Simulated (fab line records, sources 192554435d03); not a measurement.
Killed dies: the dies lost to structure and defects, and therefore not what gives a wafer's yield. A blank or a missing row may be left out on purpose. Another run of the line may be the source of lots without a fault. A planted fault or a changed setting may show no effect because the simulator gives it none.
Which of the tools did it? ; flow n5-finfet ; 33 wafers from 11 lots sampled at 5 of the route's 1938 steps

== WHAT EACH GAUGE READ, for each wafer ==
Not one reading of a measure or inspect step in the record can be checked against a usual standard deviation.

== TOOL THAT RAN EACH LOT (tool first, then ch and the chambers of the sampled wafers, then the start) ==
lot;N5_SDB_PRECLEAN_39;N5_BEOL_M15_STRIP_63;N5_MIM_BOT_SPUTTER_00;N5_MIM_TOP_ETCH_STRIP_01;N5_PASSIVATION_PROBE_49
L675;wet-bench-06 ch 0,6,7, day 3 20:20;rie-diel-03 ch 0,2,3, day 12 22:34 or earlier;pvd-sputter-03, day 12 22:34;rie-diel-01 ch 0,2, day 13 01:11;-
L676;wet-bench-06 ch 2,3,5, day 4 03:33;rie-diel-04 ch 0,2, day 12 09:16 or earlier;pvd-sputter-02, day 12 09:16;rie-diel-01 ch 1,3, day 12 13:03;-
L677;wet-bench-06 ch 3,5,7, day 4 09:08;rie-diel-04 ch 1,2,3, day 13 17:18 or earlier;pvd-sputter-02, day 13 17:18;rie-diel-01 ch 0,1,2, day 13 19:04;-
L678;wet-bench-06 ch 1,5,7, day 4 13:23;rie-diel-04 ch 0,2,3, day 13 20:41 or earlier;pvd-sputter-01, day 13 20:41;rie-diel-01 ch 0,2,3, day 13 22:20;-
L682;wet-bench-06 ch 4,5,6, day 5 15:08;rie-diel-04 ch 0,1,3, day 13 18:07 or earlier;pvd-sputter-01, day 13 18:07;rie-diel-04 ch 0,1, day 13 21:31;-
L683;wet-bench-04 ch 1,2,6, day 5 21:53;rie-diel-04 ch 0,1,3, day 14 11:14 or earlier;pvd-sputter-02, day 14 11:14;rie-diel-04 ch 0,1,3, day 14 12:38;-
L686;wet-bench-06 ch 0,4,7, day 6 13:58;rie-diel-04 ch 0,1,3, day 14 11:36 or earlier;pvd-sputter-01, day 14 11:36;rie-diel-04 ch 0,1, day 14 15:01;prober-02, day 15 01:25
L687;wet-bench-06 ch 0,3,7, day 6 18:14;rie-diel-04 ch 2,3, day 15 17:41 or earlier;pvd-sputter-03, day 15 17:41;rie-diel-04 ch 0,1,3, day 15 21:51;prober-02, day 16 08:40
L695;wet-bench-04 ch 0,2,7, day 8 17:54;rie-diel-03 ch 0,1,3, day 16 21:45 or earlier;pvd-sputter-01, day 16 21:45;rie-diel-01 ch 2,3, day 17 00:14;-
L696;wet-bench-03 ch 5,6,7, day 9 01:37;rie-diel-03 ch 2,3, day 17 14:37 or earlier;pvd-sputter-03, day 17 14:37;rie-diel-01 ch 0,2,3, day 17 18:05;-
L698;wet-bench-03 ch 0,2,6, day 9 15:07;rie-diel-04 ch 0,1,2, day 18 03:28 or earlier;pvd-sputter-03, day 18 03:28;rie-diel-01 ch 0,1,3, day 18 05:03;-
- N5_SDB_PRECLEAN_39: cleans in O3/DIW, time 45 s.
- N5_BEOL_M15_STRIP_63: strips in O2.
- N5_MIM_BOT_SPUTTER_00: material TiN, target thk 35 nm, time 89.7 s.
- N5_MIM_TOP_ETCH_STRIP_01: strips in O2.
- N5_PASSIVATION_PROBE_49

== WHAT THE TOOLS THEMSELVES READ (means of the sampled wafers that have a number; where no wafer has one, the mark that the record gives instead) ==
N5_BEOL_M15_STRIP_63.
lot;tool;chamber-pressure-mTorr (mTorr);drypump-motor-current-A (A);oes-product-au (a.u.);rf-vpp-V (V);showerhead-plenum-p-Torr (Torr);throttle-valve-pct (%)
L675;rie-diel-03;30.01;5.8;0.75;3.3;2.14;16.90
L676;rie-diel-04;30.00;5.8;0.74;3.1;2.08;16.86
L677;rie-diel-04;29.96;5.6;0.76;2.9;2.04;16.61
L678;rie-diel-04;30.01;5.6;0.73;3.6;2.06;16.69
L682;rie-diel-04;29.99;5.5;0.78;3.9;2.09;16.63
L683;rie-diel-04;29.98;5.5;0.77;3.9;2.09;16.64
L686;rie-diel-04;30.00;5.4;0.77;3.2;2.09;16.64
L687;rie-diel-04;30.02;5.3;0.81;3.4;2.13;16.39
L695;rie-diel-03;30.03;5.6;0.82;3.6;2.11;16.64
L696;rie-diel-03;30.00;5.8;0.84;3.6;2.09;16.68
L698;rie-diel-04;30.02;5.8;0.81;3.9;2.13;16.71

N5_MIM_BOT_SPUTTER_00.
lot;tool;substrate-temp-c (C);throttle-valve-pct (%)
L675;pvd-sputter-03;200.10;30.3
L676;pvd-sputter-02;199.93;30.0
L677;pvd-sputter-02;200.04;29.1
L678;pvd-sputter-01;199.91;30.7
L682;pvd-sputter-01;199.82;30.1
L683;pvd-sputter-02;199.93;30.0
L686;pvd-sputter-01;200.08;29.3
L687;pvd-sputter-03;200.01;30.1
L695;pvd-sputter-01;199.91;30.6
L696;pvd-sputter-03;199.86;30.3
L698;pvd-sputter-03;199.98;30.2

N5_MIM_TOP_ETCH_STRIP_01.
lot;tool;chamber-pressure-mTorr (mTorr);drypump-motor-current-A (A);oes-product-au (a.u.);rf-vpp-V (V);showerhead-plenum-p-Torr (Torr);throttle-valve-pct (%)
L675;rie-diel-01;29.93;6.0;0.76;4.4;2.16;16.67
L676;rie-diel-01;30.10;5.8;0.72;3.5;2.00;16.92
L677;rie-diel-01;30.01;6.0;0.72;3.6;2.10;16.80
L678;rie-diel-01;30.05;5.9;0.75;3.0;2.10;16.72
L682;rie-diel-04;30.04;5.7;0.78;3.7;2.10;16.81
L683;rie-diel-04;29.97;5.5;0.78;3.4;2.09;16.66
L686;rie-diel-04;30.07;5.7;0.80;3.7;2.08;16.74
L687;rie-diel-04;30.04;5.4;0.76;4.0;2.08;16.67
L695;rie-diel-01;30.00;5.9;0.70;3.7;2.04;16.85
L696;rie-diel-01;29.97;6.0;0.73;4.3;2.09;16.80
L698;rie-diel-01;30.03;5.8;0.80;3.3;2.12;16.72

N5_PASSIVATION_PROBE_49.
lot;tool;defect-limited-yield (%);killed_at_M0_to_M3;killed_at_M4_up;killed-at-contacts;killed-at-front-end;killed-at-other;killed-dies;killed-open;killed-short;sort_bin_4_leakage (%);sort_bin_5_function (%);sort_bin_6_memory (%);sort-n-pass;sort-yield-pct (%)
L686;prober-02;79.3;34;11;7;190;2.7;245;59;34;0.0;12.3;4.4;935;79.3
L687;prober-02;80.6;30;22;7;165;4.3;228;76;29;0.0;11.1;4.5;952;80.6

== THE ANSWER, worked out from the rows above alone ==
Rule: the usual values come from the lots themselves. The widest of any qualifying gaps counts: lots, ordered by their means at a reading, are off when they make up no more than a third of the lots, leave a main group of 4 or more, and stand apart from it by 3 or more times the standard deviation of that group's means. A main group whose means are all the same, to the digits that the tables above print for the reading, isn't used. Also off: a lot with no number at a reading for which 4 or more lots have one. Any other lot the step has rows for is counted as sound. The gauges are gone through in route order, then the tools' own readings, and for those a lot's mean is taken as printed above. The first step at which some lot is off is used, and at that step the reading that is off furthest; a lot without a number counts as furthest.
No lot is off at any reading shown: from this, nothing can be told.

== WHAT THE SIMULATOR PUT IN ==
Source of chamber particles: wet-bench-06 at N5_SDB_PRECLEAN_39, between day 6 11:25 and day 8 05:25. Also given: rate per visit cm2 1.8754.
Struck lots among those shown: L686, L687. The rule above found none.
